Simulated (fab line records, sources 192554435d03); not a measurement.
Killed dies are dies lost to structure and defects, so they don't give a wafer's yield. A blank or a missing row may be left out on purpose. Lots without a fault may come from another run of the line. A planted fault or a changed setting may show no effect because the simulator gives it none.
Split-lot experiment | flow n5_finfet | 7 lots, 36 wafers read, on a route of 1938 steps

THE SPLIT
At N5_BEOL_M15_TRENCH_ETCH_34 (etches SiO2 in C4F8/O2/Ar, target depth 872.93 nm, time 199 s), the setting time_s was moved away from the recipe's 199 s on 6 of the 36 wafers read, by +41.4% to +54.9%. The other wafers ran this setting at the recipe's value.

FROM THE SPLIT TO THE READING: what the file shows between them, 7 steps
- N5_BEOL_M15_STRIP_36: strips in O2
- N5_BEOL_M15_ECD_47: material Cu, target thk 1860 nm
- N5_BEOL_M15_ANNEAL_48: time 90 s
- N5_BEOL_M15_CMP_49: polishes, stops on SiO2, t overpolish 4.9 s, target thk 850 nm
- N5_BEOL_M15_THK_MEAS_50: measures by xrf
- N5_BEOL_M15_PRE_CLEAN_52: time 15 s
- N5_BEOL_M15_DEP_53: deposits SiCN from 3MS/NH3, target thk 50 nm, time 17.8 s

THE READING
M15_RS, in ohm/sq, at N5_BEOL_M15_RS_MEAS_54 (measures by four-point-probe). Fault-free wafers of this fab line usually give 0.0217 ohm/sq, standard deviation 0.00063 ohm/sq.

wafer  | tool, chamber at the split | time_s as run, s | against the recipe | M15_RS, ohm/sq | against lot-mates on the recipe
L075.1 | rie_diel-02, 2             | 199              | recipe             | 0.0199         | -
L075.2 | rie_diel-02, 3             | 199              | recipe             | 0.0219         | -
L075.3 | rie_diel-02, 1             | 199              | recipe             | 0.0222         | -
L075.4 | rie_diel-02, 0             | 199              | recipe             | 0.0214         | -
L075.5 | rie_diel-02, 3             | 199              | recipe             | 0.0221         | -
L075.6 | rie_diel-02, 2             | 199              | recipe             | 0.0199         | -
L079.1 | rie_diel-03, 0             | 199              | recipe             | 0.0225         | -
L079.2 | rie_diel-03, 3             | 281.4            | +41.4%             | 0.0154         | -0.0068
L079.3 | rie_diel-03, 1             | 281.4            | +41.4%             | 0.0153         | -0.0069
L079.4 | rie_diel-03, 3             | 199              | recipe             | 0.0222         | -
L079.5 | rie_diel-03, 0             | 281.4            | +41.4%             | 0.0155         | -0.0067
L079.6 | rie_diel-03, 1             | 199              | recipe             | 0.0220         | -
L082.1 | rie_diel-03, 0             | 199              | recipe             | 0.0220         | -
L082.2 | rie_diel-03, 3             | 199              | recipe             | 0.0221         | -
L082.3 | rie_diel-03, 1             | 199              | recipe             | 0.0217         | -
L082.4 | rie_diel-03, 1             | 199              | recipe             | 0.0218         | -
L082.5 | rie_diel-03, 0             | 199              | recipe             | 0.0222         | -
L082.6 | rie_diel-03, 3             | 199              | recipe             | 0.0220         | -
L087.1 | rie_diel-01, 3             | 308.3            | +54.9%             | 0.0143         | -0.0076
L087.2 | rie_diel-01, 1             | 199              | recipe             | 0.0219         | -
L087.3 | rie_diel-01, 2             | 308.3            | +54.9%             | 0.0136         | -0.0083
L087.4 | rie_diel-01, 0             | 308.3            | +54.9%             | 0.0137         | -0.0082
L087.5 | rie_diel-01, 0             | 199              | recipe             | 0.0217         | -
L087.6 | rie_diel-01, 1             | 199              | recipe             | 0.0220         | -
L095.1 | rie_diel-02, 1             | 199              | recipe             | 0.0223         | -
L095.2 | rie_diel-02, 3             | 199              | recipe             | 0.0222         | -
L095.3 | rie_diel-02, 0             | 199              | recipe             | 0.0216         | -
L095.4 | rie_diel-02, 2             | 199              | recipe             | 0.0200         | -
L095.5 | rie_diel-02, 2             | 199              | recipe             | 0.0200         | -
L095.6 | rie_diel-02, 1             | 199              | recipe             | 0.0223         | -
L094.1 | rie_diel-03, 0             | 199              | recipe             | 0.0221         | -
L094.3 | rie_diel-03, 3             | 199              | recipe             | 0.0214         | -
L094.6 | rie_diel-03, 2             | 199              | recipe             | 0.0216         | -
L096.1 | rie_diel-01, 3             | 199              | recipe             | 0.0219         | -
L096.2 | rie_diel-01, 2             | 199              | recipe             | 0.0221         | -
L096.4 | rie_diel-01, 0             | 199              | recipe             | 0.0217         | -

THE FIT
A straight line over all 36 wafers: M15_RS changes by -0.000146 ohm/sq for each +1% of time_s; r = -0.97; the points scatter about the line by 0.0007 ohm/sq.
The same after taking each lot's own level away (the mean of its wafers on the recipe; 36 wafers): -0.000152 ohm/sq for each +1%; r = -0.98; scatter 0.00065 ohm/sq.
On that fit, the largest move of time_s shifts the reading by 0.0084 ohm/sq.
The lots' own levels span 0.02123 to 0.02223 ohm/sq, that is 1.6 times the standard deviation above.
So the lot-to-lot level changes the slope little: the two slopes agree.
Check: with one of the wafers moved furthest among these (+54.9%) left out of the fit, the line predicts -0.00861 ohm/sq for it against its lot-mates. It came out at -0.00757 ohm/sq against them.

OTHER SPLITS ON THESE WAFERS
These wafers also went through other splits before the reading. Each is held against what the fit with the lots' levels taken away leaves over:
other split on the same wafers   | wafers away from the commonest value | r with M15_RS (lot level and that fit taken away)
N5_BEOL_M6_TRENCH_ETCH_37 time_s | 14                                   | +0.06
N5_BEOL_M9_ETCH_62 time_s        | 6                                    | -0.05

THE WHOLE CHAIN: every reading that the file lists as answering this split, in the file's order
step                       | what it does                                                   | reading                                                                          | change (the file's fit)               | r (the file's)
N5_BEOL_M15_TRENCH_ETCH_34 | etches SiO2 in C4F8/O2/Ar, target depth 872.93 nm, time 199 s  | etch.depth_nm (the simulator's own value, which no gauge read)                   | +8.66 nm for each +1% of the setting  | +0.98
N5_BEOL_M15_TRENCH_ETCH_34 | etches SiO2 in C4F8/O2/Ar, target depth 872.93 nm, time 199 s  | coat_of_BEOL_M15_COAT_22.thk_nm (the simulator's own value, which no gauge read) | -1.67 nm for each +1% of the setting  | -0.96
N5_BEOL_M15_CMP_49         | polishes, stops on SiO2, t overpolish 4.9 s, target thk 850 nm | Cu_of_BEOL_M15_ECD_47.thk_nm (the simulator's own value, which no gauge read)    | +8.66 nm for each +1% of the setting  | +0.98
N5_BEOL_M15_THK_MEAS_50    | measures by xrf                                                | M15_THK                                                                          | +8.68 for each +1% of the setting     | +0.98
N5_BEOL_M15_RS_MEAS_54     | measures by four-point-probe                                   | M15_RS                                                                           | -0.000152 for each +1% of the setting | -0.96

THE FILE'S OWN FIT
M15_RS changes by -0.000152 ohm/sq for each +1% of time_s, r = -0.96.
